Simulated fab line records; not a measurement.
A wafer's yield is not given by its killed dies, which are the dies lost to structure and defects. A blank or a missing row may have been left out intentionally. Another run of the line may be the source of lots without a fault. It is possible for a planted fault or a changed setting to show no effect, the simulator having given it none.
A lot that was struck, set against a sound lot || flow nand_harc || 13 out of 1302 route steps
Sound: wafers L833.2, L833.5, L833.6. Struck: wafers L840.1, L840.2, L840.4. At the end, the cause is stated.
At each step with rows: each side's tool, then ch and its chambers, then its first start. Under that, the readings that differ: sound wafers || struck wafers || difference of the means || sigmas: that difference in standard deviations of wafers without a fault.
alike: same words and numbers on both sides, and readings whose means sit less than 2 such deviations apart. not compared: any withheld reading, any reading some wafer has no value for, any bound like >300 that may hide the same value, and any number with overlapping values for which the record gives no deviation.
The two part at a step that has a row with sigmas, a row that says differs or no value, or rows on one side only. When numbers do not overlap yet have no deviation, they are printed without sigmas and do not part them. Lack of a reading on every wafer of one side parts them only where that side has two or more wafers.

first, 1 step without rows for these wafers: NHARC_P_M1_DEGAS_29 (time 60 s).
NHARC_P_M1_PRE_CLEAN_30: time 30 s.
  sound on pvd_sputter-03; struck on pvd_sputter-02
  alike: heater_power_w
then, 1 step without rows for these wafers: NHARC_P_M1_PVD_20 (deposits TaN, target thk 5 nm, time 8.06 s).
NHARC_P_M1_PVD_21: deposits Cu, target thk 30 nm, time 20.49 s.
  sound on pvd_sputter-03; struck on pvd_sputter-02
  alike: throttle_valve_pct
then, 1 step without rows for these wafers: NHARC_P_M1_ECD_22 (material Cu, target thk 400 nm).
NHARC_P_M1_ANNEAL_31: time 90 s.
  sound on rtp_anneal-02 ch 0, day 9 15:23; struck on rtp_anneal-02 ch 0, day 12 06:55
  alike: wafer_temp_C_max
NHARC_P_M1_CMP_23: polishes, t overpolish 20 s, target thk 157.82 nm.
  sound on cmp-03 ch 0,1,2, day 9 15:44; struck on cmp-03 ch 0,1,3, day 12 07:16
  alike: edge_zone_pressure_frac, motor_current_A, retaining_ring_pressure_frac, time_to_endpoint_s
NHARC_P_M1_THK_MEAS_24: measures by xrf.
  sound on film_metro-02 at day 9 15:59; struck on film_metro-01 at day 12 07:35
  alike: thk_nm
following that, these wafers have no rows for 1 step: NHARC_P_M1_SRD_25.
NHARC_P_M1_INSPECT_27:
  sound on defect_inspect-02 at day 9 16:09; struck on defect_inspect-01 at day 12 07:44
  alike: raw_defect_count
NHARC_P_M1_PRE_CLEAN_32: time 12 s.
  sound on pecvd-02 ch 1,2, day 9 16:14; struck on pecvd-03 ch 0,1, day 12 07:49
  alike: heater_power_w
NHARC_P_M1_DEP_33: deposits SiCN, target thk 30 nm.
  sound on pecvd-02 ch 1,2, day 9 16:20; struck on pecvd-03 ch 0,1, day 12 07:55
  no value came back on the struck wafers for chamber_pressure_Torr (Torr), heater_power_outer_w (W), heater_power_w (W); on the sound wafers chamber_pressure_Torr (Torr) reads 3.009 3.008 3.012
then, 1 step without rows for these wafers: NHARC_P_M2_DEP_00 (deposits SiOC, target thk 182.5 nm).

== WHERE THEY PART ==
Only at NHARC_P_M1_DEP_33, within this record.

WHY: what had been put in by the simulator
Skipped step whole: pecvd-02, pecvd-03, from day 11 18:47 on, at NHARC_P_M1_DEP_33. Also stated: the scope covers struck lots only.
